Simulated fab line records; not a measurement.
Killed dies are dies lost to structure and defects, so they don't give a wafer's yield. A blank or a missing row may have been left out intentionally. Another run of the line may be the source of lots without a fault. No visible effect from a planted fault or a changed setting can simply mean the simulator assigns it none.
Matching of chambers | flow nand-harc | pecvd-01 running NHARC_A_SGD_CUT_DEP_00: 3 sister chambers
The step deposits SiNx, target thk 50 nm. 14 wafers are shown with their chamber, then 7 later ones without.

== WAFERS PAIRED WITH THEIR CHAMBERS ==
wafer  | chamber | heater-power-w (W)
L973.3 | 1       | 911
L973.4 | 1       | 926
L973.5 | 2       | 717
L975.2 | 1       | 939
L975.3 | 0       | 802
L975.6 | 0       | 831
L977.1 | 0       | 845
L977.3 | 1       | 871
L977.4 | 1       | 862
L979.2 | 2       | 704
L979.5 | 1       | 835
L979.6 | 0       | 726
L982.3 | 0       | 823
L982.4 | 2       | 717

SIGNATURES, as means of the wafers listed above
reading        | chamber 0 | chamber 1 | chamber 2 | scatter within a chamber
heater-power-w | 805.40    | 890.67    | 712.67    | 39.6
Rule: for a wafer and a chamber, the distance is found by dividing, reading by reading, the gap between the wafer's reading and the chamber's mean by the reading's scatter, squaring, summing and taking the root. The wafer belongs to the nearest chamber; if the next one is less than 2 further off, it can't be placed. How the scatter is found: for the shown wafers, subtract from each reading the mean of its chamber, square and add these, divide the total by (wafers less chambers), then take the root.

== WAFERS WITHOUT THEIR CHAMBER ==
wafer  | heater-power-w (W)
L982.5 | 835
L996.1 | 701
L996.2 | 724
L996.6 | 884
L994.1 | 727
L994.3 | 768
L994.5 | 772

== CHAMBER TAKEN BY EACH ==
wafer  | from the rows above     | in truth
L982.5 | can't be placed: 0 or 1 | 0
L996.1 | 2                       | 2
L996.2 | can't be placed: 2 or 0 | 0
L996.6 | can't be placed: 1 or 0 | 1
L994.1 | can't be placed: 2 or 0 | 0
L994.3 | can't be placed: 0 or 2 | 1
L994.5 | can't be placed: 0 or 2 | 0
Correctly placed: 1 of 7. Not placeable from these rows: 6 (in 5, the candidates include the true chamber). Placed wrongly: 0.
